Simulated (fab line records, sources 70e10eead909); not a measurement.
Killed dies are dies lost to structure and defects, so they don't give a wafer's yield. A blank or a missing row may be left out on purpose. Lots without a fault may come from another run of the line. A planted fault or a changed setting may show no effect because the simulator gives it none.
A struck lot beside a sound one | flow nand_harc | 14 steps out of a route of 1302
Sound: wafers L376.2, L376.3, L376.6. Struck: wafers L382.1, L382.5, L382.6. The cause comes at the end.
At each step with rows: each side's tool, then ch and its chambers, then its first start. Under that, the readings that differ: sound wafers | struck wafers | difference of the means | sigmas: that difference in standard deviations of wafers without a fault.
alike: readings whose means differ by less than 2 such deviations, and words and numbers that are the same on both sides. not compared: withheld readings, readings that some wafer has no value for, bounds like >300 that may hide the same value, and numbers for which the record gives no deviation and whose values overlap.
The two part at a step that has a row with sigmas, a row that says differs or no value, or rows on one side only. Numbers that don't overlap but have no deviation are shown without sigmas and don't part them. A reading that every wafer of one side lacks parts them only if that side has two wafers or more.

NHARC_A_BLC_STRIP_29: strips in CF4.
  sound on rie_diel-08 ch 0,1,3, day 25 13:07; struck on rie_diel-10 ch 0,2, day 27 14:32
  alike: chamber_pressure_mTorr, drypump_motor_current_A, oes_product_au, rf_vpp_V, showerhead_plenum_p_Torr, throttle_valve_pct
  not compared: rf_hours_counter_h
NHARC_A_BLC_STRIP_21: strips in O2.
  sound on rie_diel-08 ch 0,1,2, day 25 13:13; struck on rie_diel-10 ch 0,2, day 27 14:40
  alike: chamber_pressure_mTorr, drypump_motor_current_A, oes_product_au, rf_vpp_V, showerhead_plenum_p_Torr, throttle_valve_pct
  not compared: rf_hours_counter_h
then, 1 step without rows for these wafers: NHARC_A_BLC_STRIP_22 (strips in post etch residue remover, time 600 s).
NHARC_A_BLC_DEGAS_30: time 60 s.
  sound on pvd_sputter-02, day 25 13:37; struck on pvd_sputter-01, day 27 15:06
  alike: heater_power_w
then, 1 step without rows for these wafers: NHARC_A_BLC_PRE_CLEAN_31 (time 15 s).
NHARC_A_BLC_PVD_32: deposits Ti, target thk 5 nm, time 17.7 s.
  sound on pvd_sputter-02; struck on pvd_sputter-01
  alike: cathode_dc_power_W, throttle_valve_pct
then, 1 step without rows for these wafers: NHARC_A_BLC_ALD_23 (deposits TiN, target thk 3 nm, pulse time 1 s, ald cycles 150).
NHARC_A_BLC_CVD_24: deposits W, target thk 150 nm, time 434 s.
  sound on cvd_w-01 ch 0,1; struck on cvd_w-01 ch 0,1
  alike: heater_power_w, throttle_valve_pct
then, 2 steps without rows for these wafers: NHARC_A_BLC_CMP_25 (polishes, t overpolish 30 s, target thk 150 nm); NHARC_A_BLC_SRD_27.
NHARC_A_BLC_INSPECT_28:
  sound on defect_inspect-02, day 25 15:01; struck on defect_inspect-02, day 27 16:28
  alike: raw_defect_count
NHARC_A_M0_DEP_00: deposits SiOC, target thk 150 nm.
  sound on pecvd-04 ch 0,2, day 25 15:12; struck on pecvd-01 ch 0,1,2, day 27 16:37
  no value came back on the struck wafers for chamber_pressure_Torr (Torr), rf_fwd_power_W (W); on the sound wafers chamber_pressure_Torr (Torr) reads 5.002 4.988 4.987
then, 1 step without rows for these wafers: NHARC_A_M0_DEHYDRATE_01 (time 120 s).
NHARC_END_SORT_01:
  sound on prober-01 ch 0, day 27 09:25; struck on prober-02 ch 0, day 29 09:19
  reading                  | sound       | struck         | difference | sigmas
  defect_limited_yield (%) | 85 88 87    | 0 0 0          | -87        | -29
  killed_at_array          | 97 78 82    | 672 672 675    | +587       | +29
  killed_dies              | 104 81 88   | 677 677 677    | +586       | +29
  sort_bin_2_pct (%)       | 6.2 4.7 5.2 | 97.0 97.8 97.0 | +91.9      | +66
  sort_bin_3_pct (%)       | 1.3 0.6 1.8 | 0.4 0.1 0.1    | -1.0       | -3
  sort_bin_4_pct (%)       | 7.8 6.6 6.1 | 2.5 2.1 2.8    | -4.4       | -3
  sort_n_pass              | 573 596 589 | 0 0 0          | -586       | -29
  sort_rim_yield_pct (%)   | 87 92 91    | 0 0 0          | -90        | -26
  sort_yield_pct (%)       | 85 88 87    | 0 0 0          | -87        | -29
  alike: killed_at_other, killed_at_periphery, killed_open, killed_short

WHERE THEY PART
First at NHARC_A_M0_DEP_00; last, within this record, at NHARC_END_SORT_01.

WHY: what the simulator had put in
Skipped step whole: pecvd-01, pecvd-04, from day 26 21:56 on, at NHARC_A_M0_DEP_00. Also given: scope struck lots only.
